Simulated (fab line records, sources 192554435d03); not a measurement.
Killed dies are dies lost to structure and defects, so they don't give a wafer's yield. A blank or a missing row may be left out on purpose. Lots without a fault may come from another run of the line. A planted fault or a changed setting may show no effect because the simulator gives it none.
Problem report in the 8D (eight disciplines) form, filled by code | flow n5_finfet | the parts of the form that need people (team, actions taken, sign-off) are left out

1. THE PROBLEM
run_length_s at N5_FIN_SAQP_PECVD_47 reads a mean of 49.9 s on 4 wafers of 3 lots; wafers without a fault read 72.8 s with a standard deviation of 0.52. That is -44 standard deviations from the usual mean.
The step: deposits a-Si from SiH4/He, target thk 45 nm, time 36.3 s.
First seen on wafer L747.2, day 5 03:47, on pecvd-02. The record holds 25 wafers of 9 lots with a number at this step. Rule for "out", or "out of limits": more than 4 standard deviations from the usual mean. The other wafers with a number count as sound.

2. WHAT IT IS AND WHAT IT IS NOT
question                    | is                             | is not
which readings at this step | run_length_s                   | heater_power_w, showerhead_plenum_p_Torr, throttle_valve_pct
which lots                  | L747, L749, L750               | L737, L738, L740, L751, L756, L757
which wafers of those lots  | L747.2, L747.5, L749.5, L750.2 | L747.4, L749.4, L750.4
read on which tools         | pecvd-02                       | pecvd-03, pecvd-04
when                        | from day 5 03:47               | up to then (10 sound wafers); but 11 sound wafers of L749, L750, L751, L756, L757 came after

3. SUSPECTS, AND WHAT RULES EACH OUT
Counting: a tool at a process step up to the reading stays a suspect if it ran every lot that is out. Sound lots after the first of them don't rule it out here, since some wafers of a struck lot are sound.
- pecvd-02 at N5_FIN_SAQP_PECVD_47 (deposits a-Si from SiH4/He, target thk 45 nm, time 36.3 s): kept. It ran every lot that is out, first L747 (day 5 03:47); its last sound lot up to then is L740 (day 3 09:16). Its own readings are out on those wafers: run_length_s.
Left after counting: pecvd-02 at N5_FIN_SAQP_PECVD_47.

4. THE CAUSE (what the simulator had put in)
Process parameter drift: pecvd-02, from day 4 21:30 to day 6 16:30, at N5_FIN_SAQP_PECVD_47. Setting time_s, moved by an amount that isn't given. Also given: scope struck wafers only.
Counting left only this tool.

5. THE CHAIN OF EFFECTS, in route order
Each row: a reading whose mean over the struck wafers that have a number lies more than 3 standard deviations from the usual. Only readings for which the record gives a usual standard deviation are gone through. hours: the time from each lot's start at the first step in this table that gives one to its start at this step, as a median over the lots. sigmas: the change in usual standard deviations.
hours | step                        | reading        | usual      | on struck wafers | change | sigmas
0     | N5_FIN_SAQP_PECVD_47        | run_length_s   | 72.8 s     | 49.9             | -22.9  | -44
3     | N5_FIN_SAQP_MANDREL_ETCH_58 | oes_product_au | 0.695 a.u. | 0.456            | -0.239 | -22
The process steps in it:
- N5_FIN_SAQP_PECVD_47: deposits a-Si from SiH4/He, target thk 45 nm, time 36.3 s.
- N5_FIN_SAQP_MANDREL_ETCH_58: etches a-Si in HBr/Cl2, stops on SiNx, target depth 45 nm, bt time 10 s, time 27 s.
Later measuring or inspecting steps at which every struck wafer that the step has a row for has a number for every such reading, and none has moved that far: N5_FIN_SAQP_INSPECT_18, N5_BEOL_M4_RC_MEAS_101.

6. WHAT WOULD HAVE CAUGHT IT SOONER
In this record the first reading out of limits was taken at day 5 03:47, 6 hours after the fault began at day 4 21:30.
